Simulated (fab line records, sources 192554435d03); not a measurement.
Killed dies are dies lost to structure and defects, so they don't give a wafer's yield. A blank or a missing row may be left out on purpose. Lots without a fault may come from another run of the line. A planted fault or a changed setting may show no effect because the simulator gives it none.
fab line records | flow n5_finfet
record lots=5 wafers=15 last_day=18
route steps=1938 shown BEOL_M2@916 BEOL_M3@931
lots that met no fault: from a run of the same line without faults
start_h: hours from the record's first day to the start of the lot's first wafer shown | wait_h: hours since the lot's step before | " the same as in the row above | L1.1+2: a row that stands for several wafers | - no value, or no start given | * or withheld: withheld | < > ~ a bound
route shown NAME@n: a module of which the file shows steps, and the number in the route of the first | usual: mean/standard deviation of fault-free wafers | same: alike in all rows | chamber/n: place in a boat | sites: the reading at each site | _std_site: their standard deviation | _edge_site: outer sites' mean less inner sites' | radius_mm: how far each site lies from the wafer's centre | mask NAME#n: copy n | behind: the tool/chamber that last shaped the wafer | hold: why the lot was held/for how many hours/how that ended | device: the transistor (n, p or np) that didn't switch | end of line: the same wafers' tests at the end of the route | a step without rows: its recipe alone | killed: dies lost to structure and defects at the first sort, not the wafer's yield | map: a wafer's dies, x killed, . not, _ none there
set.NAME: the setting as run; set.NAME@STEP: as run at that earlier step | model.NAME: the simulator's own value behind a step, which no gauge read
lots at some steps of the route; a table a step, a row a wafer
services: from which hour (start_h, from the record's first day; less than 0 if before it) a tool's chamber was out of use, for how many hours, and why
## steps
# step N5_BEOL_M2_SPUTTER_92
# recipe material=Cu target_thk_a=45 temp_c=-20 chamber_pressure_pa=0.07 power_w=withheld time_s=8.29
# usual chamber_pressure_pa=0.07003/0.00013 chuck_sensor_temp_C=-15.9/0.51 throttle_valve_pct=30.3/0.93
# columns lot.wafer tool chamber start_h wait_h chamber_pressure_pa chuck_sensor_temp_C throttle_valve_pct
L077.1 pvd_sputter-01 - 176.45 0.1 0.0703 -16.1 29.9
L077.3 " - " " 0.0699 -15.5 30.0
L077.6 " - " " 0.07002 -16.3 29.8
L078.2 pvd_sputter-01 - 178.29 0.1 0.07002 -16.5 29.6
L078.5 " - " " 0.07007 -15.7 32.1
L078.6 " - " " 0.06983 -16.5 29.7
L081.1 pvd_sputter-03 - 192.80 0.1 0.07006 -15.0 29.5
L081.2 " - " " 0.07005 -16.8 31.0
L081.4 " - " " 0.07012 -16.2 30.4
L096.3 pvd_sputter-03 - 279.94 0.1 0.07013 -16.4 30.3
L096.4 " - " " 0.07011 -15.0 29.6
L096.6 " - " " 0.07011 -16.3 30.4
L097.1 pvd_sputter-03 - 282.18 0.1 0.06977 -15.2 29.6
L097.4 " - " " 0.07015 -16.6 30.7
L097.6 " - " " 0.06993 -16.1 30.1
# step N5_BEOL_M2_ANNEAL_93
# recipe temp_c=400 time_s=240 ambient=vacuum
# usual heater_power_w=848/69
# columns lot.wafer tool chamber start_h wait_h heater_power_w
L077.1 pvd_sputter-01 - 176.53 0.0 905
L077.3 " - " " 810
L077.6 " - " " 901
L078.2 pvd_sputter-01 - 178.37 0.0 910
L078.5 " - " " 926
L078.6 " - " " 888
L081.1 pvd_sputter-03 - 192.88 0.0 820
L081.2 " - " " 933
L081.4 " - " " 822
L096.3 pvd_sputter-03 - 280.02 0.0 810
L096.4 " - " " 812
L096.6 " - " " 837
L097.1 pvd_sputter-03 - 282.26 0.0 794
L097.4 " - " " 910
L097.6 " - " " 847
# step N5_BEOL_M2_SPUTTER_94
# recipe material=Cu target_thk_a=45 temp_c=-20 chamber_pressure_pa=0.07 power_w=withheld time_s=8.29
# usual chamber_pressure_pa=0.07001/0.00014 chuck_sensor_temp_C=-15.9/0.52 throttle_valve_pct=30.3/0.95
# columns lot.wafer tool chamber start_h wait_h chamber_pressure_pa chuck_sensor_temp_C throttle_valve_pct
L077.1 pvd_sputter-01 - 176.67 0.1 0.06978 -16.1 30.0
L077.3 " - " " 0.06997 -15.5 29.8
L077.6 " - " " 0.06982 -16.3 29.9
L078.2 pvd_sputter-01 - 178.51 0.1 0.07006 -16.3 29.7
L078.5 " - " " 0.07017 -15.8 32.2
L078.6 " - " " 0.07003 -16.4 30.1
L081.1 pvd_sputter-03 - 193.02 0.1 0.07004 -15.2 29.7
L081.2 " - " " 0.06999 -16.9 30.7
L081.4 " - " " 0.07014 -16.2 30.2
L096.3 pvd_sputter-03 - 280.16 0.1 0.07 -16.2 30.5
L096.4 " - " " 0.07004 -15.2 29.4
L096.6 " - " " 0.07007 -16.4 30.2
L097.1 pvd_sputter-03 - 282.40 0.1 0.07009 -15.2 29.6
L097.4 " - " " 0.06997 -16.7 30.8
L097.6 " - " " 0.06963 -15.8 30.0
# step N5_BEOL_M2_ANNEAL_95
# recipe temp_c=400 time_s=240 ambient=vacuum
# usual heater_power_w=848/68
# columns lot.wafer tool chamber start_h wait_h heater_power_w
L077.1 pvd_sputter-01 - 176.75 0.0 903
L077.3 " - " " 786
L077.6 " - " " 892
L078.2 pvd_sputter-01 - 178.59 0.0 915
L078.5 " - " " 923
L078.6 " - " " 914
L081.1 pvd_sputter-03 - 193.10 0.0 796
L081.2 " - " " 915
L081.4 " - " " 823
L096.3 pvd_sputter-03 - 280.24 0.0 829
L096.4 " - " " 787
L096.6 " - " " 819
L097.1 pvd_sputter-03 - 282.48 0.0 796
L097.4 " - " " 918
L097.6 " - " " 876
# step N5_BEOL_M2_SPUTTER_96
# recipe material=Cu target_thk_a=45 temp_c=-20 chamber_pressure_pa=0.07 power_w=withheld time_s=8.29
# usual chamber_pressure_pa=0.07001/0.00015 chuck_sensor_temp_C=-15.9/0.5 throttle_valve_pct=30.2/0.96
# columns lot.wafer tool chamber start_h wait_h chamber_pressure_pa chuck_sensor_temp_C throttle_valve_pct
L077.1 pvd_sputter-01 - 176.89 0.1 0.07007 -16.1 29.8
L077.3 " - " " 0.07012 -15.6 29.8
L077.6 " - " " 0.07011 -16.3 29.9
L078.2 pvd_sputter-01 - 178.73 0.1 0.07004 -16.2 30.2
L078.5 " - " " 0.06985 -15.5 32.0
L078.6 " - " " 0.06967 -16.2 30.0
L081.1 pvd_sputter-03 - 193.24 0.1 0.06974 -15.2 29.5
L081.2 " - " " 0.06992 -16.7 31.0
L081.4 " - " " 0.0701 -16.4 30.5
L096.3 pvd_sputter-03 - 280.38 0.1 0.06993 -16.3 30.1
L096.4 " - " " 0.07008 -15.2 29.6
L096.6 " - " " 0.06995 -16.3 30.3
L097.1 pvd_sputter-03 - 282.62 0.1 0.07012 -15.2 29.4
L097.4 " - " " 0.06997 -16.9 30.8
L097.6 " - " " 0.07016 -15.9 29.9
# step N5_BEOL_M2_ECD_50
# recipe material=Cu target_thk_a=3000
# columns lot.wafer tool chamber start_h wait_h
L077.1+3+6 ecd_cu-01 1,1,0 177.01 0.1
L078.2+5+6 ecd_cu-01 0,1,0 178.85 0.1
L081.1+2+4 ecd_cu-02 0,1,0 193.35 0.1
L096.3+4+6 ecd_cu-01 0,1,0 280.51 0.1
L097.1+4+6 ecd_cu-02 0,1,1 282.73 0.1
# step N5_BEOL_M2_ANNEAL_51
# recipe temp_c=225 time_s=90 ambient=N2
# usual wafer_temp_C_max=225.96/0.25
# columns lot.wafer tool chamber start_h wait_h wafer_temp_C_max
L077.1 rtp_anneal-02 0 177.09 0.1 225.89
L077.3 " 0 " " 225.82
L077.6 " 0 " " 225.65
L078.2 rtp_anneal-01 0 179.02 0.2 226.36
L078.5 " 0 " " 226.44
L078.6 " 0 " " 226.02
L081.1 rtp_anneal-02 0 193.46 0.1 225.89
L081.2 " 0 " " 225.89
L081.4 " 0 " " 226.10
L096.3 rtp_anneal-01 0 280.67 0.1 225.62
L096.4 " 0 " " 226.07
L096.6 " 0 " " 226.37
L097.1 rtp_anneal-02 0 282.81 0.1 225.43
L097.4 " 0 " " 225.71
L097.6 " 0 " " 226.24
# step N5_BEOL_M2_CMP_52
# recipe stop_on=SiOC t_overpolish_s=6.8 down_force_psi=1 platen_rpm=50 clearing_platen_down_force_psi=1.5 clearing_platen_rpm=50 post_cmp_clean=cu_alkaline target_thk_nm=40 clearing_platen_pad_velocity_m_s=0.99484 pad_velocity_m_s=0.99484
# usual barrier_field_endpoint_s=24.5/0.72 motor_current_A=5.9/0.69 overpolish_run_s=6.800/0.0092 retaining_ring_pressure_frac=1.000/0.005 time_to_endpoint_s=62/3.1
# columns lot.wafer tool chamber start_h wait_h barrier_field_endpoint_s motor_current_A overpolish_run_s retaining_ring_pressure_frac time_to_endpoint_s
L077.3 cmp-03 2 177.39 0.2 24.3 5.4 6.806 0.999 63
L077.1 " 0 " " 24.6 6.7 6.809 1.007 65
L077.6 " 2 " " 24.9 5.4 6.806 1.014 64
L078.2 cmp-02 2 179.50 0.4 23.6 5.5 6.807 1.000 58
L078.5 " 2 " " 24.4 5.5 6.799 0.997 58
L078.6 " 3 " " 24.9 5.2 6.804 1.012 62
L081.2 cmp-01 0 193.79 0.2 24.2 5.7 6.806 1.005 61
L081.1 " 1 " " 24.5 6.4 6.798 1.005 63
L081.4 " 2 " " 24.3 7.3 6.785 0.997 60
L096.3 cmp-02 1 280.92 0.2 25.0 4.9 6.789 1.007 65
L096.4 " 3 " " 25.6 4.7 6.795 0.996 66
L096.6 " 1 " " 24.7 5.0 6.789 1.002 66
L097.1 cmp-01 1 283.11 0.3 24.2 6.7 6.790 0.998 60
L097.4 " 3 " " 23.6 6.6 6.813 0.998 58
L097.6 " 2 " " 24.1 7.5 6.797 0.994 60
# step N5_BEOL_M2_THK_MEAS_53
# recipe thk_meas_gauge=xrf reads=Cu_of_BEOL_M2_ECD_50
# usual M2_THK=40.0/1.5
# columns lot.wafer tool chamber start_h wait_h M2_THK[nm]
L077.1 film_metro-01 - 177.68 - 41.6
L077.3 " - " " 41.9
L077.6 " - " " 42.3
L078.2 film_metro-02 - 179.79 - 39.7
L078.5 " - " " 36.1
L078.6 " - " " 41.6
L081.1 film_metro-02 - 194.05 - 38.7
L081.2 " - " " 39.9
L081.4 " - " " 38.4
L096.3 film_metro-02 - 281.18 - 41.2
L096.4 " - " " 42.1
L096.6 " - " " 41.9
L097.1 film_metro-02 - 283.41 - 41.0
L097.4 " - " " 40.9
L097.6 " - " " 40.5
# step N5_BEOL_M2_PRE_CLEAN_60
# recipe gas=NH3/H2 time_s=15 temp_c=* rf_power_w=300
# usual heater_power_w=84/15 rf_fwd_power_W=296.9/1.1
# columns lot.wafer tool chamber start_h wait_h heater_power_w rf_fwd_power_W
L077.1 cvd_co-02 1 177.72 0.0 107 298.0
L077.3 " 0 " " 105 297.4
L077.6 " 1 " " 106 297.4
L078.2 cvd_co-02 2 179.83 0.0 85 296.6
L078.5 " 1 " " 104 296.3
L078.6 " 0 " " 101 296.9
L081.1 cvd_co-01 1 194.09 0.0 74 298.3
L081.2 " 0 " " 63 296.7
L081.4 " 0 " " 62 295.7
L096.3 cvd_co-02 2 281.22 0.0 86 296.7
L096.4 " 0 " " 101 297.5
L096.6 " 1 " " 106 298.3
L097.1 cvd_co-02 2 283.44 0.0 85 295.3
L097.4 " 1 " " 112 296.0
L097.6 " 0 " " 101 295.0
# step N5_BEOL_M2_CO_CAP_55
# recipe material=Co target_thk_a=20 temp_c=200 precursor=CCTBA/H2 pressure_torr=30 time_s=102.1
# usual heater_power_w=235/19
# columns lot.wafer tool chamber start_h wait_h heater_power_w
L077.1 cvd_co-02 1 177.76 0.0 260
L077.3 " 0 " " 253
L077.6 " 1 " " 263
L078.2 cvd_co-02 2 179.87 0.0 240
L078.5 " 1 " " 256
L078.6 " 0 " " 250
L081.1 cvd_co-01 1 194.15 0.0 221
L081.2 " 0 " " 206
L081.4 " 0 " " 211
L096.3 cvd_co-02 2 281.26 0.0 238
L096.4 " 0 " " 260
L096.6 " 1 " " 265
L097.1 cvd_co-02 2 283.48 0.0 236
L097.4 " 1 " " 269
L097.6 " 0 " " 257
# step N5_BEOL_M2_PRE_CLEAN_56
# recipe gas=NH3 time_s=15 temp_c=withheld rf_power_w=300
# usual rf_fwd_power_W=295.0/1.3
# columns lot.wafer tool chamber start_h wait_h rf_fwd_power_W
L077.1 pecvd-04 0 177.85 0.1 295.0
L077.3 " 1 " " 295.1
L077.6 " 0 " " 295.0
L078.2 pecvd-04 0 179.96 0.1 293.4
L078.5 " 1 " " 295.9
L078.6 " 0 " " 293.9
L081.1 pecvd-04 1 194.27 0.1 294.6
L081.2 " 2 " " 293.0
L081.4 " 1 " " 295.1
L096.3 pecvd-03 0 281.36 0.1 294.7
L096.4 " 1 " " 294.9
L096.6 " 1 " " 295.7
L097.1 pecvd-03 1 283.57 0.1 296.4
L097.4 " 1 " " 296.3
L097.6 " 1 " " 296.8
# step N5_BEOL_M2_DEP_57
# recipe material=SiCN target_thk_a=80 temp_c=withheld precursor=3MS/NH3 pressure_torr=3 rf_w=202 time_s=14
# usual rf_fwd_power_W=199.6/0.68 showerhead_plenum_p_Torr=3.666/0.011 throttle_valve_pct=9.4/0.45
# columns lot.wafer tool chamber start_h wait_h rf_fwd_power_W showerhead_plenum_p_Torr throttle_valve_pct
L077.1 pecvd-04 0 177.87 0.0 199.3 3.667 9.3
L077.3 " 1 " " 200.0 3.689 10.3
L077.6 " 0 " " 198.8 3.665 9.4
L078.2 pecvd-04 0 179.98 0.0 198.8 3.667 9.3
L078.5 " 1 " " 200.5 3.666 9.8
L078.6 " 0 " " 199.4 3.653 9.4
L081.1 pecvd-04 1 194.30 0.0 199.4 3.673 9.9
L081.2 " 2 " " 198.9 3.660 9.0
L081.4 " 1 " " 199.3 3.681 10.1
L096.3 pecvd-03 0 281.41 0.0 199.4 3.660 9.1
L096.4 " 1 " " 199.1 3.675 10.0
L096.6 " 1 " " 200.7 3.661 9.8
L097.1 pecvd-03 1 283.61 0.0 199.9 3.662 10.2
L097.4 " 1 " " 199.8 3.667 10.0
L097.6 " 1 " " 200.0 3.664 9.9
# step N5_BEOL_M2_RS_MEAS_58
# recipe thk_meas_gauge=four-point-probe reads=Co_of_BEOL_M2_CO_CAP_55+Cu_of_BEOL_M2_ECD_50+Co_of_BEOL_M2_CVD_47+TaN_of_BEOL_M2_ALD_84
# usual M2_RS=0.67/0.031
# columns lot.wafer tool chamber start_h wait_h M2_RS[ohm/sq]
L077.1 film_metro-01 - 177.94 0.0 0.64
L077.3 " - " " 0.63
L077.6 " - " " 0.62
L078.2 film_metro-01 - 180.05 0.1 0.66
L078.5 " - " " 0.75
L078.6 " - " " 0.62
L081.1 film_metro-02 - 194.37 0.0 0.69
L081.2 " - " " 0.66
L081.4 " - " " 0.69
L096.3 film_metro-01 - 281.47 0.1 0.65
L096.4 " - " " 0.64
L096.6 " - " " 0.63
L097.1 film_metro-02 - 283.70 0.1 0.65
L097.4 " - " " 0.65
L097.6 " - " " 0.66
# step N5_BEOL_M2_INSPECT_59
# recipe inspect_instrument=darkfield mode=post_dep
# usual raw_defect_count=73/22
# columns lot.wafer tool chamber start_h wait_h raw_defect_count
L077.1 defect_inspect-02 - 177.97 0.0 48
L077.3 " - " " 60
L077.6 " - " " 72
L078.2 defect_inspect-02 - 180.08 0.0 53
L078.5 " - " " 65
L078.6 " - " " 54
L081.1 defect_inspect-01 - 194.39 0.0 52
L081.2 " - " " 53
L081.4 " - " " 69
L096.3 defect_inspect-02 - 281.50 0.0 103
L096.4 " - " " 105
L096.6 " - " " 114
L097.1 defect_inspect-02 - 283.72 0.0 53
L097.4 " - " " 87
L097.6 " - " " 112
# step N5_BEOL_M3_ILD_DEP_00
# recipe material=SiOC target_thk_a=790 temp_c=350 precursor=DEMS/O2 pressure_torr=5 rf_w=500 time_s=15.3
# usual heater_power_w=523/90 rf_fwd_power_W=493.9/1.6 showerhead_plenum_p_Torr=5.689/0.012 throttle_valve_pct=12.0/0.82
# columns lot.wafer tool chamber start_h wait_h heater_power_w rf_fwd_power_W showerhead_plenum_p_Torr throttle_valve_pct
L077.1 pecvd-01 2 178.00 0.0 411 494.9 5.678 11.4
L077.3 " 0 " " 518 492.9 5.683 12.5
L077.6 " 0 " " 529 494.0 5.691 12.6
L078.2 pecvd-03 2 180.11 0.0 435 495.5 5.691 11.7
L078.5 " 1 " " 564 495.1 5.708 13.4
L078.6 " 2 " " 443 494.3 5.676 11.9
L081.1 pecvd-01 1 194.43 0.0 651 493.0 5.698 10.8
L081.2 " 2 " " 431 493.9 5.687 11.6
L081.4 " 2 " " 417 495.4 5.687 11.4
L096.3 pecvd-01 0 281.54 0.0 493 494.6 5.685 13.0
L096.4 " 2 " " 447 494.8 5.667 11.3
L096.6 " 0 " " 501 493.3 5.677 12.4
L097.1 pecvd-03 0 283.76 0.0 417 494.1 5.689 12.7
L097.4 " 1 " " 585 493.1 5.686 12.9
L097.6 " 0 " " 400 494.6 5.692 12.4
# step N5_BEOL_M3_THK_MEAS_01
# recipe reads=SiOC_of_BEOL_M3_ILD_DEP_00
# usual M3_ILD_THK=79.0/1.2
# columns lot.wafer tool chamber start_h wait_h M3_ILD_THK[nm]
L077.1 film_metro-02 - 178.07 0.0 78.2
L077.3 " - " " 77.3
L077.6 " - " " 81.0
L078.2 film_metro-01 - 180.18 0.1 76.1
L078.5 " - " " 80.0
L078.6 " - " " 77.1
L081.1 film_metro-01 - 194.50 0.0 76.6
L081.2 " - " " 77.3
L081.4 " - " " 80.0
L096.3 film_metro-02 - 281.60 0.1 79.3
L096.4 " - " " 80.6
L096.6 " - " " 79.7
L097.1 film_metro-02 - 283.84 0.1 78.9
L097.4 " - " " 79.7
L097.6 " - " " 80.0
# step N5_BEOL_M3_PECVD_72
# recipe material=SiO2 target_thk_a=160 temp_c=400 precursor=TEOS/O2 pressure_torr=5.5 rf_w=450 teos_flow_sccm=53.8 gas=O2 flow_sccm=3000 time_s=18
# usual heater_power_w=765/110 rf_fwd_power_W=445.2/1.6 showerhead_plenum_p_Torr=8.77/0.035 throttle_valve_pct=23.0/1.3
# columns lot.wafer tool chamber start_h wait_h heater_power_w rf_fwd_power_W showerhead_plenum_p_Torr throttle_valve_pct
L077.1 pecvd-03 0 178.11 0.0 621 444.9 8.78 23.3
L077.3 " 1 " " 894 448.0 8.80 24.6
L077.6 " 2 " " 694 445.3 8.74 22.0
L078.2 pecvd-04 2 180.22 0.0 940 445.0 8.75 22.9
L078.5 " 1 " " 974 446.8 8.82 24.9
L078.6 " 0 " " 940 444.4 8.80 23.1
L081.1 pecvd-03 1 194.53 0.0 831 445.7 8.77 24.4
L081.2 " 2 " " 613 446.9 8.76 21.9
L081.4 " 2 " " 618 445.7 8.75 21.9
L096.3 pecvd-03 1 281.66 0.1 748 447.1 8.81 24.6
L096.4 " 0 " " 614 444.1 8.78 22.9
L096.6 " 0 " " 629 446.3 8.73 23.4
L097.1 pecvd-01 2 283.88 0.0 606 445.4 8.70 21.6
L097.4 " 2 " " 596 444.1 8.69 21.5
L097.6 " 0 " " 741 444.4 8.71 23.9
# step N5_BEOL_M3_HM_DEP_02
# recipe material=TiN target_thk_a=200 temp_c=25 chamber_pressure_pa=0.49996
# usual chamber_pressure_pa=0.4999/0.00098 throttle_valve_pct=30.1/0.94
# columns lot.wafer tool chamber start_h wait_h chamber_pressure_pa throttle_valve_pct
L077.1 pvd_sputter-03 - 178.76 0.6 0.4997 30.2
L077.3 " - " " 0.4988 29.7
L077.6 " - " " 0.5003 29.6
L078.2 pvd_sputter-03 - 181.45 1.2 0.5000 29.8
L078.5 " - " " 0.5018 30.3
L078.6 " - " " 0.5010 29.9
L081.1 pvd_sputter-03 - 195.32 0.8 0.4997 30.9
L081.2 " - " " 0.4985 30.0
L081.4 " - " " 0.4989 29.8
L096.3 pvd_sputter-03 - 282.88 1.2 0.4982 30.1
L096.4 " - " " 0.4979 29.5
L096.6 " - " " 0.5009 29.9
L097.1 pvd_sputter-01 - 285.86 2.0 0.5014 30.0
L097.4 " - " " 0.5001 31.9
L097.6 " - " " 0.5007 29.9
# step N5_BEOL_M3_COAT_61
# recipe resist=SOC temp_c=250 time_s=60 spin_rpm=1500 resist_thk_nm=60
# usual resist_line_temp_C=22.99/0.11
# columns lot.wafer tool chamber start_h wait_h resist_line_temp_C
L077.1 litho_track-04 0 178.89 0.1 22.99
L077.3 " 0 " " 22.98
L077.6 " 0 " " 23.07
L078.2 litho_track-04 0 181.57 0.1 22.91
L078.5 " 0 " " 22.96
L078.6 " 0 " " 23.06
L081.1 litho_track-03 0 195.44 0.1 22.95
L081.2 " 0 " " 22.87
L081.4 " 0 " " 22.90
L096.3 litho_track-03 0 283.00 0.1 23.00
L096.4 " 0 " " 23.13
L096.6 " 0 " " 22.98
L097.1 litho_track-01 0 285.98 0.1 22.85
L097.4 " 0 " " 22.76
L097.6 " 0 " " 23.01
# step N5_BEOL_M3_COAT_62
# recipe resist=SiARC temp_c=220 time_s=60 spin_rpm=1500 resist_thk_nm=12
# usual resist_line_temp_C=23.02/0.098
# columns lot.wafer tool chamber start_h wait_h resist_line_temp_C
L077.1 litho_track-04 0 - - 23.00
L077.3 " 0 " " 23.01
L077.6 " 0 " " 22.89
L078.2 litho_track-04 0 - - 23.03
L078.5 " 0 " " 23.01
L078.6 " 0 " " 23.02
L081.1 litho_track-03 0 - - 22.92
L081.2 " 0 " " 23.04
L081.4 " 0 " " 23.03
L096.3 litho_track-03 0 - - 23.10
L096.4 " 0 " " 22.96
L096.6 " 0 " " 23.15
L097.1 litho_track-01 0 - - 22.77
L097.4 " 0 " " 22.80
L097.6 " 0 " " 22.96
# step N5_BEOL_M3_COAT_73
# recipe resist=underlayer temp_c=205 time_s=60 spin_rpm=1500 resist_thk_nm=5
# usual resist_line_temp_C=23.02/0.098
# columns lot.wafer tool chamber start_h wait_h resist_line_temp_C
L077.1 litho_track-04 0 - - 22.99
L077.3 " 0 " " 22.94
L077.6 " 0 " " 22.96
L078.2 litho_track-04 0 - - 23.04
L078.5 " 0 " " 23.05
L078.6 " 0 " " 23.04
L081.1 litho_track-03 0 - - 23.00
L081.2 " 0 " " 22.84
L081.4 " 0 " " 22.95
L096.3 litho_track-03 0 - - 22.93
L096.4 " 0 " " 22.92
L096.6 " 0 " " 23.00
L097.1 litho_track-01 0 - - 22.99
L097.4 " 0 " " 23.10
L097.6 " 0 " " 23.14
# step N5_BEOL_M3_COAT_05
# recipe resist=CAR-EUV spin_rpm=1500 resist_thk_nm=30
# usual resist_line_temp_C=23.02/0.093
# columns lot.wafer tool chamber start_h wait_h resist_line_temp_C
L077.1 litho_track-04 0 - - 23.10
L077.3 " 0 " " 23.12
L077.6 " 0 " " 23.00
L078.2 litho_track-04 0 - - 23.06
L078.5 " 0 " " 22.95
L078.6 " 0 " " 23.00
L081.1 litho_track-03 0 - - 23.20
L081.2 " 0 " " 23.07
L081.4 " 0 " " 22.97
L096.3 litho_track-03 0 - - 23.24
L096.4 " 0 " " 23.09
L096.6 " 0 " " 22.98
L097.1 litho_track-01 0 - - 23.08
L097.4 " 0 " " 23.05
L097.6 " 0 " " 23.15
# step N5_BEOL_M3_EBR_07
# recipe solvent=PGMEA ebr_width_mm=1.5
# usual resist_line_temp_C=23.02/0.1
# columns lot.wafer tool chamber start_h wait_h resist_line_temp_C
L077.1 litho_track-04 0 - - 22.77
L077.3 " 0 " " 23.01
L077.6 " 0 " " 22.99
L078.2 litho_track-04 0 - - 23.02
L078.5 " 0 " " 22.79
L078.6 " 0 " " 22.97
L081.1 litho_track-03 0 - - 22.91
L081.2 " 0 " " 23.05
L081.4 " 0 " " 23.00
L096.3 litho_track-03 0 - - 23.08
L096.4 " 0 " " 23.08
L096.6 " 0 " " 23.14
L097.1 litho_track-01 0 - - 23.06
L097.4 " 0 " " 23.07
L097.6 " 0 " " 23.07
# step N5_BEOL_M3_SOFTBAKE_06
# recipe temp_c=110 time_s=60 resist=CAR-EUV
# usual resist_line_temp_C=23.01/0.11
# columns lot.wafer tool chamber start_h wait_h resist_line_temp_C
L077.1 litho_track-04 0 - - 23.00
L077.3 " 0 " " 22.95
L077.6 " 0 " " 22.93
L078.2 litho_track-04 0 - - 23.00
L078.5 " 0 " " 22.82
L078.6 " 0 " " 23.06
L081.1 litho_track-03 0 - - 22.91
L081.2 " 0 " " 23.01
L081.4 " 0 " " 23.02
L096.3 litho_track-03 0 - - 22.90
L096.4 " 0 " " 23.08
L096.6 " 0 " " 23.10
L097.1 litho_track-01 0 - - 23.03
L097.4 " 0 " " 22.85
L097.6 " 0 " " 22.87
# step N5_BEOL_M3_EXPOSE_08
# recipe mask_id=M3 na=0.33 source_shape=dipole sigma_inner=0.369 sigma_outer=0.767 polarization=unpolarized dose_mj=33
# usual stage_msd_nm=0.83/0.053
# columns lot.wafer tool chamber start_h wait_h mask stage_msd_nm
L077.1 euv_scanner-02 0 179.15 - M3#0 0.90
L077.3 " 0 " " M3#0 0.89
L077.6 " 0 " " M3#0 0.90
L078.2 euv_scanner-01 0 181.84 - M3#0 0.79
L078.5 " 0 " " M3#0 0.79
L078.6 " 0 " " M3#0 0.79
L081.1 euv_scanner-01 0 195.63 - M3#0 0.79
L081.2 " 0 " " M3#0 0.79
L081.4 " 0 " " M3#0 0.79
L096.3 euv_scanner-02 0 283.15 - M3#0 0.89
L096.4 " 0 " " M3#0 0.88
L096.6 " 0 " " M3#0 0.88
L097.1 euv_scanner-02 0 286.12 - M3#0 0.88
L097.4 " 0 " " M3#0 0.89
L097.6 " 0 " " M3#0 0.88
# step N5_BEOL_M3_PEB_09
# recipe peb_temp_c=100 peb_time_s=60 resist=CAR-EUV
# usual resist_line_temp_C=23.00/0.13
# columns lot.wafer tool chamber start_h wait_h resist_line_temp_C
L077.1 litho_track-01 0 179.21 0.1 23.19
L077.3 " 0 " " 23.04
L077.6 " 0 " " 22.96
L078.2 litho_track-03 0 181.90 0.0 22.95
L078.5 " 0 " " 23.09
L078.6 " 0 " " 23.04
L081.1 litho_track-03 0 195.69 0.1 23.07
L081.2 " 0 " " 22.82
L081.4 " 0 " " 22.95
L096.3 litho_track-03 0 283.20 0.0 22.84
L096.4 " 0 " " 22.94
L096.6 " 0 " " 22.97
L097.1 litho_track-01 0 286.18 0.1 22.98
L097.4 " 0 " " 23.00
L097.6 " 0 " " 22.91
# step N5_BEOL_M3_DEVELOP_10
# recipe develop_time_s=30 developer=TMAH resist=CAR-EUV rinse_liquid=surfactant_rinse dry=air_spin dev_temp_c=23
# usual resist_line_temp_C=23.00/0.095
# columns lot.wafer tool chamber start_h wait_h resist_line_temp_C
L077.1 litho_track-01 0 - - 23.16
L077.3 " 0 " " 23.09
L077.6 " 0 " " 23.04
L078.2 litho_track-03 0 - - 22.93
L078.5 " 0 " " 22.99
L078.6 " 0 " " 23.09
L081.1 litho_track-03 0 - - 22.99
L081.2 " 0 " " 23.03
L081.4 " 0 " " 22.98
L096.3 litho_track-03 0 - - 22.96
L096.4 " 0 " " 22.81
L096.6 " 0 " " 22.97
L097.1 litho_track-01 0 - - 22.90
L097.4 " 0 " " 22.88
L097.6 " 0 " " 23.03
# step N5_BEOL_M3_CD_MEAS_11
# recipe target_cd_nm=17.05 landing_energy_ev=500 detector=se_inlens polarity=opening
# usual cd_nm=17.19/0.24
# columns lot.wafer tool chamber start_h wait_h cd_nm
L077.1 cd_sem-02 0 179.27 - 17.26
L077.3 " 0 " " 17.25
L077.6 " 0 " " 17.14
L078.2 cd_sem-01 0 181.96 - 17.11
L078.5 " 0 " " 16.83
L078.6 " 0 " " 17.12
L081.1 cd_sem-01 0 195.76 - 17.42
L081.2 " 0 " " 17.43
L081.4 " 0 " " 16.81
L096.3 cd_sem-01 0 283.27 - 16.83
L096.4 " 0 " " 17.09
L096.6 " 0 " " 17.16
L097.1 cd_sem-03 0 286.25 - 17.31
L097.4 " 0 " " 17.08
L097.6 " 0 " " 17.54
# step N5_BEOL_M3_OVL_MEAS_12
# recipe points_per_wafer=522
# usual M3_OVL=0.0/0.65
# columns lot.wafer tool chamber start_h wait_h M3_OVL[nm]
L077.1 overlay-02 0 179.30 0.0 1.6
L077.3 " 0 " " 2.0
L077.6 " 0 " " 1.1
L078.2 overlay-01 0 182.00 0.0 -1.1
L078.5 " 0 " " -0.9
L078.6 " 0 " " -0.9
L081.1 overlay-02 0 195.79 0.0 -0.2
L081.2 " 0 " " -0.1
L081.4 " 0 " " -0.3
L096.3 overlay-02 0 283.31 0.0 -0.1
L096.4 " 0 " " -0.4
L096.6 " 0 " " -0.6
L097.1 overlay-02 0 286.28 0.0 -1.9
L097.4 " 0 " " -0.1
L097.6 " 0 " " -0.5
# step N5_BEOL_M3_INSPECT_13
# recipe mode=adi inspect_instrument=brightfield
# usual raw_defect_count=394/92
# columns lot.wafer tool chamber start_h wait_h raw_defect_count
L077.1 defect_inspect-02 - 179.36 0.1 327
L077.3 " - " " 438
L077.6 " - " " 413
L078.2 defect_inspect-02 - 182.05 0.0 329
L078.5 " - " " 355
L078.6 " - " " 292
L081.1 defect_inspect-01 - 195.85 0.1 352
L081.2 " - " " 567
L081.4 " - " " 382
L096.3 defect_inspect-02 - 283.53 0.2 508
L096.4 " - " " 574
L096.6 " - " " 415
L097.1 defect_inspect-02 - 286.33 0.1 349
L097.4 " - " " 438
L097.6 " - " " 338
## services
# columns tool chamber start_h hours kind
ecd_cu-02 - 154.42 4.2 repair
pecvd-01 0 160.15 4.4 repair
pecvd-03 2 170.54 5.2 repair
cmp-01 - 178.17 4.0 pm
euv_scanner-02 - 179.90 17.3 pm
cmp-01 - 183.39 0.2 repair
cvd_co-01 2 185.87 17.5 repair
ecd_cu-01 - 186.06 14.6 pm
pecvd-01 - 190.93 2.6 repair
euv_scanner-02 - 197.20 4.6 pm
euv_scanner-01 - 204.46 12.0 pm
euv_scanner-01 - 216.46 1.0 pm
cmp-01 - 240.40 0.8 repair
cmp-03 - 240.84 7.0 pm
pecvd-03 1 241.93 22.3 repair
euv_scanner-01 - 248.81 0.4 repair
euv_scanner-02 - 254.58 1.0 pm
euv_scanner-01 - 261.43 1.0 pm
cmp-01 - 262.66 2.6 repair
cvd_co-02 - 265.01 0.8 repair
cmp-01 - 269.90 1.7 repair
cvd_co-01 0 277.40 5.5 repair
cmp-03 - 279.49 4.0 pm
euv_scanner-01 - 282.62 5.8 pm
## key
fault none
